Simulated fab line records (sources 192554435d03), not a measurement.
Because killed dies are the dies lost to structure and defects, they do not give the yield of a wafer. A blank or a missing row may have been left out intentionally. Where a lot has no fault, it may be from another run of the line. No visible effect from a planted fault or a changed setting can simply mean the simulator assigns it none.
fab line records	flow n5-finfet
record lots=7	wafers=21
route steps=1938 shown BEOL_M12@1616 BEOL_M13@1665 BEOL_M14@1742 BEOL_M15@1801
start-h: the number of hours between the record's first day and the start of the first shown wafer of the lot	wait-h: time in hours since the lot's previous step	" same as the row above	L1.1+2: a row that stands for several wafers	- no value present, or no start provided	* or withheld: withheld	< > ~ a bound
route shown NAME@n: names a module that has steps shown in the file, with the first one's number in the route	usual: average and standard deviation across the fault-free wafers	same: alike in all rows	chamber/n: place in a boat	sites: readings site by site	_std_site: standard deviation across them	_edge_site: mean of outer sites minus mean of inner sites	radius-mm: how far each site lies from the wafer's centre	mask NAME#n: copy n	behind: the most recent tool/chamber to have shaped the wafer	hold: why the lot went on hold/how many hours it stayed there/how the hold came to an end	device: the n, p or np transistor that did not switch	end of line: tests of these same wafers at the route's end	a step with no rows: only its recipe	killed: not the wafer's yield, but the dies lost to structure and defects at the first sort	map: per-die view of a wafer (x killed, . not killed, _ where there is no die)
set.NAME: the run value of the setting; set.NAME@STEP: its run value at that earlier step	model.NAME: the simulator's own value behind a step, which no gauge read
lots whose settings were changed on purpose; a table a step, a row a wafer
## steps
# step N5_BEOL_M12_ETCH_59
# recipe chemistry=N2/H2	target=BARC	target-depth-a=890	overetch-a=267	time-s=67.9	ion-energy-ev=200	pressure-mtorr=30	source-w=840	bias-w=150	n2-flow-sccm=200	h2-flow-sccm=200
lot.wafer	tool	chamber	start-h	wait-h	set.h2-flow-sccm	set.spin-rpm@BEOL_M12_COAT_04	model.coat_of_BEOL_M12_COAT_04.thk-nm
L078.2	rie-diel-06	3	277.20	0.0	200	1625	317.6
L078.3	"	1	"	"	187.3	1528	333
L078.4	"	2	"	"	200	1528	331.2
L083.4	rie-diel-05	2	304.80	0.0	200	1625	318.8
L083.5	"	1	"	"	200	1625	318.6
L083.6	"	0	"	"	200	1625	319.2
L085.2	rie-diel-06	1	318.53	0.0	200	1625	317
L085.3	"	3	"	"	210.4	1484	333.2
L085.5	"	3	"	"	200	1625	315.6
L089.4	rie-diel-01	1	328.85	0.0	212.4	1625	315.4
L089.5	"	2	"	"	212.4	1542	325.2
L089.6	"	1	"	"	212.4	1625	315.6
L088.1	rie-diel-01	0	329.23	0.0	200	1625	317.8
L088.2	"	1	"	"	187.8	1625	316.8
L088.3	"	3	"	"	187.8	1567	327.4
L092.2	rie-diel-06	2	342.17	0.0	200	1625	317.4
L092.3	"	0	"	"	200	1625	317.2
L092.6	"	1	"	"	200	1625	317.6
L095.2	rie-diel-01	2	376.82	0.0	188.5	1783	299
L095.3	"	1	"	"	188.5	1625	318
L095.5	"	0	"	"	188.5	1625	319.2
# step N5_BEOL_M12_VIA_ETCH_16
# recipe chemistry=C4F8/O2/Ar	target=SiOC	pressure-mtorr=30	source-w=3000	bias-w=700	Ar_flow_sccm=400	C4F8_flow_sccm=15	O2_flow_sccm=8	he-inner-torr=15	he-outer-torr=30	target-depth-a=7248	time-s=withheld	ion-energy-ev=250	ends=cleared
lot.wafer	tool	chamber	start-h	wait-h	set.spin-rpm@BEOL_M12_COAT_04	model.coat_of_BEOL_M12_COAT_04.thk-nm
L078.2	rie-diel-06	3	277.25	0.0	1625	121.8
L078.3	"	1	"	"	1528	139.8
L078.4	"	2	"	"	1528	132.2
L083.4	rie-diel-05	2	304.86	0.0	1625	125.6
L083.5	"	1	"	"	1625	123.2
L083.6	"	0	"	"	1625	121.8
L085.2	rie-diel-06	1	318.59	0.0	1625	125
L085.3	"	3	"	"	1484	141
L085.5	"	3	"	"	1625	120.6
L089.4	rie-diel-01	1	328.90	0.0	1625	119.4
L089.5	"	2	"	"	1542	127
L089.6	"	1	"	"	1625	118.8
L088.1	rie-diel-01	0	329.28	0.0	1625	124.2
L088.2	"	1	"	"	1625	121.6
L088.3	"	3	"	"	1567	131.4
L092.2	rie-diel-06	2	342.23	0.0	1625	122
L092.3	"	0	"	"	1625	124.2
L092.6	"	1	"	"	1625	122.4
L095.2	rie-diel-01	2	376.87	0.0	1783	107.2
L095.3	"	1	"	"	1625	122
L095.5	"	0	"	"	1625	121.2
# step N5_BEOL_M12_STRIP_63
# recipe chemistry=N2/H2	power-w=1000	temp-c=250	h2-frac=0.65	overash-fraction=0.3	pressure-mtorr=1000	n2-flow-sccm=1750	h2-flow-sccm=3250
# usual strip-time-to-endpoint-s=42.4/0.71
lot.wafer	tool	chamber	start-h	wait-h	set.spin-rpm@BEOL_M12_COAT_04	strip-time-to-endpoint-s
L078.2	plasma-asher-01	0	277.45	-	1625	42.2
L078.3	"	0	"	"	1528	47.0
L078.4	"	1	"	"	1528	45.0
L083.4	plasma-asher-02	1	305.08	-	1625	43.2
L083.5	"	0	"	"	1625	42.5
L083.6	"	1	"	"	1625	42.2
L085.2	plasma-asher-02	1	318.79	-	1625	43.0
L085.3	"	0	"	"	1484	47.3
L085.5	"	1	"	"	1625	41.9
L089.4	plasma-asher-02	0	329.12	-	1625	41.5
L089.5	"	0	"	"	1542	43.6
L089.6	"	1	"	"	1625	41.3
L088.1	plasma-asher-02	1	329.48	-	1625	42.8
L088.2	"	0	"	"	1625	42.1
L088.3	"	1	"	"	1567	44.7
L092.2	plasma-asher-01	0	342.42	-	1625	42.2
L092.3	"	1	"	"	1625	42.8
L092.6	"	0	"	"	1625	42.3
L095.2	plasma-asher-02	0	377.07	-	1783	38.2
L095.3	"	0	"	"	1625	42.3
L095.5	"	1	"	"	1625	42.0
# step N5_BEOL_M13_EXPOSE_07
# recipe mask-id=V12	na=0.93	source-shape=conventional	sigma-outer=0.6	polarization=unpolarized	attpsm-phase-deg=180	dose-mj=24.8
lot.wafer	tool	chamber	start-h	wait-h	mask	set.dose-mj
L078.2+3	krf-scanner-01	0	281.56	-	V12#0	24.8
L078.4	"	0	"	"	V12#0	23.38
L083.4+5+6	krf-scanner-01	0	313.55	-	V12#0	24.8
L085.2+3+5	krf-scanner-01	0	327.31	-	V12#0	24.8
L089.4+6	krf-scanner-01	0	335.55	-	V12#0	24.8
L089.5	"	0	"	"	V12#0	23.52
L088.1+2+3	krf-scanner-02	0	339.84	-	V12#0	24.33
L092.2+6	krf-scanner-02	0	346.98	-	V12#0	25.82
L092.3	"	0	"	"	V12#0	24.8
L095.2+3+5	krf-scanner-02	0	381.11	-	V12#0	24.8
# step N5_BEOL_M13_PEB_08
# recipe peb-temp-c=130	peb-time-s=90
# step N5_BEOL_M13_DEVELOP_09
# recipe develop-time-s=45	rinse-liquid=diw	dry=air-spin	dev-temp-c=21
# step N5_BEOL_M13_HARDBAKE_14
# recipe temp-c=130	time-s=120
# step N5_BEOL_M13_CD_MEAS_10
# recipe target-cd-nm=190	landing-energy-ev=500	detector=se-inlens	polarity=opening
# usual cd-nm=189.8/1.4
lot.wafer	tool	chamber	start-h	wait-h	set.dose-mj@BEOL_M13_EXPOSE_07	cd-nm
L078.2	cd-sem-02	0	281.73	-	24.8	190.1
L078.3	"	0	"	"	24.8	191.2
L078.4	"	0	"	"	23.38	184.2
L083.4	cd-sem-02	0	313.71	-	24.8	190.6
L083.5	"	0	"	"	24.8	192.5
L083.6	"	0	"	"	24.8	191.7
L085.2	cd-sem-02	0	327.48	-	24.8	191.3
L085.3	"	0	"	"	24.8	192.2
L085.5	"	0	"	"	24.8	190.1
L089.4	cd-sem-01	0	335.71	-	24.8	190.0
L089.5	"	0	"	"	23.52	182.8
L089.6	"	0	"	"	24.8	188.7
L088.1	cd-sem-01	0	340.01	-	24.33	187.3
L088.2	"	0	"	"	24.33	188.5
L088.3	"	0	"	"	24.33	188.1
L092.2	cd-sem-01	0	347.15	-	25.82	193.1
L092.3	"	0	"	"	24.8	189.3
L092.6	"	0	"	"	25.82	194.5
L095.2	cd-sem-02	0	381.27	-	24.8	187.3
L095.3	"	0	"	"	24.8	187.2
L095.5	"	0	"	"	24.8	188.5
# step N5_BEOL_M13_ETCH_59
# recipe chemistry=N2/H2	target=BARC	target-depth-a=890	overetch-a=267	time-s=67.9	ion-energy-ev=200	pressure-mtorr=30	source-w=840	bias-w=150	n2-flow-sccm=200	h2-flow-sccm=200
lot.wafer	tool	chamber	start-h	wait-h	set.time-s	model.coat_of_BEOL_M13_COAT_04.thk-nm
L078.2	rie-diel-03	0	281.85	0.0	67.9	315.8
L078.3	"	1	"	"	67.9	314.2
L078.4	"	2	"	"	80.75	305.4
L083.4	rie-diel-03	3	313.83	0.0	67.9	318.8
L083.5	"	2	"	"	67.9	319.4
L083.6	"	1	"	"	67.9	316.6
L085.2	rie-diel-03	0	327.60	0.0	67.9	316.2
L085.3	"	2	"	"	59.6	326.2
L085.5	"	1	"	"	59.6	321.4
L089.4	rie-diel-04	2	335.83	0.0	82.94	305
L089.5	"	2	"	"	82.94	304
L089.6	"	1	"	"	67.9	317.2
L088.1	rie-diel-02	1	340.16	0.0	67.9	319.2
L088.2	"	2	"	"	67.9	317.4
L088.3	"	3	"	"	60.54	327.4
L092.2	rie-diel-04	0	347.27	0.0	67.9	319.2
L092.3	"	3	"	"	67.9	316
L092.6	"	1	"	"	67.9	315.8
L095.2	rie-diel-03	3	381.40	0.0	67.9	319.2
L095.3	"	1	"	"	55.5	329.4
L095.5	"	2	"	"	67.9	321
# step N5_BEOL_M13_VIA_ETCH_16
# recipe chemistry=C4F8/O2/Ar	target=SiOC	pressure-mtorr=30	source-w=3000	bias-w=700	Ar_flow_sccm=400	C4F8_flow_sccm=15	O2_flow_sccm=8	he-inner-torr=15	he-outer-torr=30	target-depth-a=9217	time-s=withheld	ion-energy-ev=250	ends=cleared
lot.wafer	tool	chamber	start-h	wait-h	set.time-s@BEOL_M13_ETCH_59	model.coat_of_BEOL_M13_COAT_04.thk-nm
L078.2	rie-diel-03	0	281.91	0.0	*	72
L078.3	"	1	"	"	*	70.2
L078.4	"	2	"	"	*	58.4
L083.4	rie-diel-03	3	313.88	0.0	*	72.2
L083.5	"	2	"	"	*	74
L083.6	"	1	"	"	*	71
L085.2	rie-diel-03	0	327.66	0.0	*	79
L085.3	"	2	"	"	*	85.8
L085.5	"	1	"	"	*	80
L089.4	rie-diel-04	2	335.88	0.0	*	57.6
L089.5	"	2	"	"	*	53.2
L089.6	"	1	"	"	*	70.2
L088.1	rie-diel-02	1	340.21	0.0	*	76.2
L088.2	"	2	"	"	*	72.8
L088.3	"	3	"	"	*	81.8
L092.2	rie-diel-04	0	347.32	0.0	*	78.4
L092.3	"	3	"	"	*	79.6
L092.6	"	1	"	"	*	69
L095.2	rie-diel-03	3	381.45	0.0	*	70.6
L095.3	"	1	"	"	*	82.6
L095.5	"	2	"	"	*	71.6
# step N5_BEOL_M13_STRIP_63
# recipe chemistry=N2/H2	power-w=1000	temp-c=250	h2-frac=0.65	overash-fraction=0.3	pressure-mtorr=1000	n2-flow-sccm=1750	h2-flow-sccm=3250
# usual strip-time-to-endpoint-s=28.3/1
lot.wafer	tool	chamber	start-h	wait-h	set.time-s@BEOL_M13_ETCH_59	strip-time-to-endpoint-s
L078.2	plasma-asher-01	1	282.14	-	67.9	28.3
L078.3	"	1	"	"	67.9	27.7
L078.4	"	0	"	"	80.75	24.2
L083.4	plasma-asher-02	1	314.14	-	67.9	28.3
L083.5	"	0	"	"	67.9	28.8
L083.6	"	1	"	"	67.9	28.0
L085.2	plasma-asher-01	0	327.89	-	67.9	30.3
L085.3	"	0	"	"	59.6	32.2
L085.5	"	1	"	"	59.6	30.6
L089.4	plasma-asher-02	0	336.14	-	82.94	24.0
L089.5	"	0	"	"	82.94	22.6
L089.6	"	1	"	"	67.9	27.7
L088.1	plasma-asher-01	1	340.44	-	67.9	29.5
L088.2	"	0	"	"	67.9	28.5
L088.3	"	0	"	"	60.54	31.1
L092.2	plasma-asher-01	1	347.56	-	67.9	30.1
L092.3	"	0	"	"	67.9	30.4
L092.6	"	1	"	"	67.9	27.4
L095.2	plasma-asher-01	1	381.68	-	67.9	27.9
L095.3	"	0	"	"	55.5	31.3
L095.5	"	1	"	"	67.9	28.1
# step N5_BEOL_M14_EXPOSE_25
# recipe mask-id=M14	na=0.8	source-shape=annular	sigma-inner=0.5	sigma-outer=0.8	polarization=unpolarized	target-cd-nm=280	dose-mj=26.6
lot.wafer	tool	chamber	start-h	wait-h	mask	set.dose-mj
L078.2+3	krf-scanner-02	0	289.61	-	M14#0	28.44
L078.4	"	0	"	"	M14#0	26.6
L083.4+5+6	krf-scanner-01	0	321.62	-	M14#0	26.6
L085.2+5	krf-scanner-01	0	333.84	-	M14#0	26.6
L085.3	"	0	"	"	M14#0	27.44
L089.4	krf-scanner-01	0	341.43	-	M14#0	26.6
L089.5+6	"	0	"	"	M14#0	28.15
L088.1+2	krf-scanner-02	0	344.92	-	M14#0	28.34
L088.3	"	0	"	"	M14#0	26.6
L092.2+3+6	krf-scanner-02	0	359.35	-	M14#0	24.96
L095.2+3+5	krf-scanner-01	0	386.81	-	M14#0	26.6
# step N5_BEOL_M14_PEB_26
# recipe peb-temp-c=130	peb-time-s=90
# step N5_BEOL_M14_DEVELOP_27
# recipe develop-time-s=45	rinse-liquid=diw	dry=air-spin	dev-temp-c=21
# step N5_BEOL_M14_HARDBAKE_32
# recipe temp-c=130	time-s=120
# step N5_BEOL_M14_CD_MEAS_28
# recipe target-cd-nm=284.4	landing-energy-ev=500	detector=se-inlens
# usual cd-nm=285.1/1.8
lot.wafer	tool	chamber	start-h	wait-h	set.dose-mj@BEOL_M14_EXPOSE_25	cd-nm
L078.2	cd-sem-01	0	289.78	-	28.44	295.3
L078.3	"	0	"	"	28.44	296.2
L078.4	"	0	"	"	26.6	284.5
L083.4	cd-sem-03	0	321.77	-	26.6	283.0
L083.5	"	0	"	"	26.6	283.5
L083.6	"	0	"	"	26.6	280.6
L085.2	cd-sem-02	0	334.01	-	26.6	285.8
L085.3	"	0	"	"	27.44	293.8
L085.5	"	0	"	"	26.6	288.5
L089.4	cd-sem-01	0	341.59	-	26.6	285.0
L089.5	"	0	"	"	28.15	292.7
L089.6	"	0	"	"	28.15	292.2
L088.1	cd-sem-03	0	345.10	-	28.34	294.8
L088.2	"	0	"	"	28.34	294.2
L088.3	"	0	"	"	26.6	284.0
L092.2	cd-sem-03	0	359.52	-	24.96	274.0
L092.3	"	0	"	"	24.96	274.1
L092.6	"	0	"	"	24.96	274.3
L095.2	cd-sem-02	0	386.98	-	26.6	285.0
L095.3	"	0	"	"	26.6	286.0
L095.5	"	0	"	"	26.6	285.3
# step N5_BEOL_M14_DESCUM_33
# recipe chemistry=O2	time-s=7.9	source-power-w=50	bias-power-w=20	pressure-mtorr=20	rf-frequency-hz=2.712e+07	temp-c=40	o2-flow-sccm=225
lot.wafer	tool	chamber	start-h	wait-h	set.dose-mj@BEOL_M14_EXPOSE_25	model.BEOL_M14.cd-nm
L078.2	rie-diel-01	0	289.87	0.0	28.44	295.2
L078.3	"	2	"	"	28.44	296.2
L078.4	"	2	"	"	26.6	284.2
L083.4	rie-diel-05	2	321.86	0.0	26.6	282.8
L083.5	"	2	"	"	26.6	283.6
L083.6	"	1	"	"	26.6	280.6
L085.2	rie-diel-05	1	334.12	0.1	26.6	285.4
L085.3	"	2	"	"	27.44	293.6
L085.5	"	0	"	"	26.6	288
L089.4	rie-diel-01	3	341.67	0.0	26.6	285
L089.5	"	0	"	"	28.15	292.8
L089.6	"	3	"	"	28.15	292.2
L088.1	rie-diel-06	0	345.28	0.1	28.34	294.6
L088.2	"	2	"	"	28.34	293.6
L088.3	"	3	"	"	26.6	284.2
L092.2	rie-diel-05	1	359.61	0.0	24.96	274
L092.3+6	"	3	"	"	24.96	274.6
L095.2	rie-diel-05	0	387.07	0.0	26.6	285.2
L095.3	"	1	"	"	26.6	285.8
L095.5	"	3	"	"	26.6	285.4
# step N5_BEOL_M14_ETCH_67
# recipe chemistry=CF4	target=SiARC	target-depth-a=1430	time-s=238.3	ion-energy-ev=80	pressure-mtorr=40	source-w=545	bias-w=36	Ar_flow_sccm=100	cf4-flow-sccm=100	ends=cleared
# step N5_BEOL_M14_ETCH_68
# recipe chemistry=N2/H2	target=SOC	mask-material=SiARC	source-w=3000	bias-w=350	temp-c=40	time-s=450	ion-energy-ev=200	pressure-mtorr=30	n2-flow-sccm=200	h2-flow-sccm=200
lot.wafer	tool	chamber	start-h	wait-h	set.dose-mj@BEOL_M14_EXPOSE_25	model.BEOL_M14.cd-nm
L078.2	rie-diel-01	0	290.05	0.1	28.44	294.4
L078.3	"	2	"	"	28.44	291.4
L078.4	"	2	"	"	26.6	280.4
L083.4+5	rie-diel-05	2	322.04	0.1	26.6	279
L083.6	"	1	"	"	26.6	280
L085.2	rie-diel-05	1	334.31	0.1	26.6	283.6
L085.3	"	2	"	"	27.44	288.8
L085.5	"	0	"	"	26.6	283.4
L089.4	rie-diel-01	3	341.85	0.1	26.6	280.6
L089.5	"	0	"	"	28.15	292
L089.6	"	3	"	"	28.15	288.2
L088.1	rie-diel-06	0	345.46	0.1	28.34	289.2
L088.2	"	2	"	"	28.34	288.8
L088.3	"	3	"	"	26.6	276.8
L092.2	rie-diel-05	1	359.79	0.1	24.96	271.4
L092.3	"	3	"	"	24.96	271.8
L092.6	"	3	"	"	24.96	272.2
L095.2	rie-diel-05	0	387.25	0.1	26.6	281.8
L095.3+5	"	1,3	"	"	26.6	283.6
# step N5_BEOL_M14_TRENCH_ETCH_34
# recipe chemistry=C4F8/O2/Ar	target=SiO2	target-depth-a=5566.5	mask-material=SOC	he-inner-torr=15	he-outer-torr=30	time-s=126.9	ion-energy-ev=800	pressure-mtorr=20	source-w=1905	bias-w=2040	Ar_flow_sccm=400	C4F8_flow_sccm=16	O2_flow_sccm=12
# usual rf-vpp-V=2228/37
lot.wafer	tool	chamber	start-h	wait-h	set.bias-w	rf-vpp-V
L078.2	rie-diel-01	0	290.32	0.0	2040	2171
L078.3	"	2	"	"	2225	2422
L078.4	"	2	"	"	2225	2423
L083.4	rie-diel-05	2	322.31	0.0	2040	2251
L083.5	"	2	"	"	2040	2249
L083.6	"	1	"	"	2040	2269
L085.2	rie-diel-05	1	334.58	0.0	2040	2270
L085.3	"	2	"	"	2238	2397
L085.5	"	0	"	"	2238	2328
L089.4	rie-diel-01	3	342.13	0.0	2227	2382
L089.5	"	0	"	"	2040	2170
L089.6	"	3	"	"	2040	2243
L088.1	rie-diel-06	0	345.74	0.0	1727	1963
L088.2	"	2	"	"	2040	2252
L088.3	"	3	"	"	1727	2020
L092.2	rie-diel-05	1	360.06	0.0	2274	2443
L092.3	"	3	"	"	2040	2195
L092.6	"	3	"	"	2274	2367
L095.2	rie-diel-05	0	387.52	0.0	1841	2032
L095.3	"	1	"	"	2040	2267
L095.5	"	3	"	"	2040	2194
# step N5_BEOL_M14_STRIP_70
# recipe chemistry=C4F8/O2/Ar	resist=SiARC	rf-frequency-hz=6e+07
# step N5_BEOL_M14_ANNEAL_48
# recipe temp-c=225	time-s=90	ambient=N2
# step N5_BEOL_M14_CMP_49
# recipe stop-on=SiO2	t-overpolish-s=5.2	down-force-psi=2	platen-rpm=80	clearing-platen-down-force-psi=2	clearing-platen-rpm=80	post-cmp-clean=cu-alkaline	target-thk-nm=560	clearing-platen-pad-velocity-m-s=1.5917	pad-velocity-m-s=1.5917
# step N5_BEOL_M14_THK_MEAS_50
# recipe thk-meas-gauge=xrf	reads=Cu_of_BEOL_M14_ECD_47
# usual M14_THK=570/7.7
lot.wafer	tool	chamber	start-h	wait-h	set.bias-w@BEOL_M14_TRENCH_ETCH_34	M14_THK[nm]
L078.2	film-metro-01	-	295.73	-	2040	575
L078.3	"	-	"	"	2225	597
L078.4	"	-	"	"	2225	601
L083.4	film-metro-02	-	326.34	-	2040	573
L083.5	"	-	"	"	2040	569
L083.6	"	-	"	"	2040	567
L085.2	film-metro-01	-	340.41	-	2040	567
L085.3	"	-	"	"	2238	586
L085.5	"	-	"	"	2238	586
L089.4	film-metro-01	-	343.91	-	2227	570
L089.5	"	-	"	"	2040	568
L089.6	"	-	"	"	2040	563
L088.1	film-metro-02	-	356.77	-	1727	532
L088.2	"	-	"	"	2040	561
L088.3	"	-	"	"	1727	541
L092.2	film-metro-02	-	365.00	-	2274	583
L092.3	"	-	"	"	2040	571
L092.6	"	-	"	"	2274	591
L095.2	film-metro-01	-	395.08	-	1841	559
L095.3	"	-	"	"	2040	565
L095.5	"	-	"	"	2040	587
# step N5_BEOL_M15_PEB_26
# recipe peb-temp-c=130	peb-time-s=90
lot.wafer	tool	chamber	start-h	wait-h	set.peb-temp-c
L078.2+3+4	litho-track-03	0	298.10	0.0	130
L083.4+5+6	litho-track-05	0	328.66	0.0	130
L085.2+3	litho-track-05	0	343.00	0.0	130
L085.5	"	0	"	"	133.5
L089.4+5+6	litho-track-04	0	346.60	0.0	130
L088.1+3	litho-track-05	0	359.30	0.1	129
L088.2	"	0	"	"	130
L092.2	litho-track-03	0	367.09	0.0	127.5
L092.3+6	"	0	"	"	130
L095.2+5	litho-track-04	0	397.42	0.0	132
L095.3	"	0	"	"	130
## key
split step=N5_BEOL_M12_ETCH_59	setting=h2-flow-sccm	stated=200	by=wafer
response none clear
split step=N5_BEOL_M13_EXPOSE_07	setting=dose-mj	stated=24.8	by=wafer
response step=N5_BEOL_M13_CD_MEAS_10	reading=cd-nm	change=+1.17	per=1%	r=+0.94
split step=N5_BEOL_M13_ETCH_59	setting=time-s	stated=67.9	by=wafer
response step=N5_BEOL_M13_ETCH_59	reading=model.coat_of_BEOL_M13_COAT_04.thk-nm	change=-0.569	per=1%	r=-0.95
response step=N5_BEOL_M13_VIA_ETCH_16	reading=model.coat_of_BEOL_M13_COAT_04.thk-nm	change=-0.624	per=1%	r=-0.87
response step=N5_BEOL_M13_STRIP_63	reading=strip-time-to-endpoint-s	change=*	per=1%	r=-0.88
split step=N5_BEOL_M14_EXPOSE_25	setting=dose-mj	stated=26.6	by=wafer
response step=N5_BEOL_M14_CD_MEAS_28	reading=cd-nm	change=+1.57	per=1%	r=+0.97
response step=N5_BEOL_M14_DESCUM_33	reading=model.BEOL_M14.cd-nm	change=+1.56	per=1%	r=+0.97
response step=N5_BEOL_M14_ETCH_68	reading=model.BEOL_M14.cd-nm	change=+1.77	per=1%	r=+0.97
split step=N5_BEOL_M14_TRENCH_ETCH_34	setting=bias-w	stated=2040	by=wafer
response step=N5_BEOL_M14_TRENCH_ETCH_34	reading=rf-vpp-V	change=+18.2	per=1%	r=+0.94
response step=N5_BEOL_M14_THK_MEAS_50	reading=M14_THK	change=+1.64	per=1%	r=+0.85
split step=N5_BEOL_M15_PEB_26	setting=peb-temp-c	stated=130	by=wafer
response none in this file
split outside-this-file step=N5_BEOL_M12_COAT_04 setting=spin-rpm
# split outside-this-file: this setting was split too, and the file shows its column; the key of that split is in another file
